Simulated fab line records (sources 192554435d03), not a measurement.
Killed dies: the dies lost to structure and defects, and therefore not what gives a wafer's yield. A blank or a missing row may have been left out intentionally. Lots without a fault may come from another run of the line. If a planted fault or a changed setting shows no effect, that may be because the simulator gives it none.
Struck lot and sound lot, side by side || flow n5_finfet || 15 steps out of a route of 1938
Sound: wafers L214.1, L214.4, L214.5. Wafers struck: L220.2, L220.3, L220.4. At the end, the cause is stated.
Each step with rows lists, per side, the tool, then ch with its chambers, then its first start. Under that, the readings that differ: sound wafers || struck wafers || difference of the means || sigmas: that difference in standard deviations of wafers without a fault.
alike: a reading whose means differ by less than 2 such deviations, as well as words and numbers matching on both sides. not compared: withheld readings; readings where some wafer has no value; bounds like >300 that might hide an equal value; numbers whose values overlap and for which the record gives no deviation.
A row with sigmas, a row that says differs or no value, or rows on one side alone: a step with any of these is where the two part. Numbers that have no deviation but don't overlap get no sigmas and don't part them. Lack of a reading on every wafer of one side parts them only where that side has two or more wafers.

first, 8 steps without rows for these wafers: N5_BEOL_M11_COAT_59 (time 60 s, resist thk 100 nm); N5_BEOL_M11_COAT_60 (time 60 s, resist thk 30 nm); N5_BEOL_M11_COAT_05 (resist thk 90 nm); N5_BEOL_M11_EBR_07; N5_BEOL_M11_SOFTBAKE_06 (time 60 s); N5_BEOL_M11_EXPOSE_08 (exposes mask M11); N5_BEOL_M11_PEB_09 (peb time 60 s); N5_BEOL_M11_DEVELOP_10 (develop time 30 s).
N5_BEOL_M11_CD_MEAS_11: the cd target is 64.1 nm.
  sound on cd_sem-01 ch 0, day 11 13:54; struck on cd_sem-02 ch 0, day 14 05:37
  alike: cd_nm
N5_BEOL_M11_OVL_MEAS_12:
  sound on overlay-01 ch 0, day 11 13:56; struck on overlay-01 ch 0, day 14 05:39
  alike: M11_OVL
N5_BEOL_M11_INSPECT_13: inspects for defects (brightfield).
  sound: defect_inspect-02 at day 11 13:57; struck: defect_inspect-02 at day 14 05:40
  alike: raw_defect_count
N5_BEOL_M11_DESCUM_16: chemistry O2, time 7.9 s.
  sound on rie_diel-03 ch 0,1, day 11 13:59; struck on rie_diel-05 ch 0,1,3, day 14 05:52
{"reading": "bias_power_w (W)", "sound": "20.01 19.86 19.94", "struck": "19.99 20.06 20.15", "difference": "+0.13", "sigmas": "+2"}
  alike: drypump_motor_current_A, oes_product_au, rf_vpp_V, showerhead_plenum_p_Torr, throttle_valve_pct
  not compared: rf_hours_counter_h
N5_BEOL_M11_ETCH_61: etches SiARC in CF4, target depth 39 nm, time 65 s.
  sound on rie_diel-03 ch 0,1, day 11 14:01; struck on rie_diel-05 ch 0,1,3, day 14 05:55
{"reading": "etch_rf_on_time_s (s)", "sound": "63.7 62.9 63.3", "struck": "114.6 100.8 102.8", "difference": "+42.8", "sigmas": "+16"}
{"reading": "oes_product_au (a.u.)", "sound": "0.81 0.74 0.75", "struck": "0.57 0.63 0.52", "difference": -0.19, "sigmas": -3}
  alike: drypump_motor_current_A, mfc_ar_sccm, rf_vpp_V, showerhead_plenum_p_Torr, throttle_valve_pct
  not compared: rf_hours_counter_h
N5_BEOL_M11_ETCH_62: etches SOC in N2/H2, target depth 110 nm, overetch 22 nm, time 165 s.
  sound on rie_diel-03 ch 0,1, day 11 14:04; struck on rie_diel-05 ch 0,1,3, day 14 05:58
  alike: drypump_motor_current_A, n2_flow_sccm, oes_product_au, rf_vpp_V, showerhead_plenum_p_Torr, throttle_valve_pct
  not compared: rf_hours_counter_h
next, for these wafers, 1 step has no rows: N5_PASSIVATION_PROBE_49.

== WHERE THEY PART ==
Last at N5_BEOL_M11_ETCH_61 as far as this record goes, first at N5_BEOL_M11_DESCUM_16. Later steps at which nothing parts them and some readings are alike: N5_BEOL_M11_ETCH_62.

WHY: what had been put in by the simulator
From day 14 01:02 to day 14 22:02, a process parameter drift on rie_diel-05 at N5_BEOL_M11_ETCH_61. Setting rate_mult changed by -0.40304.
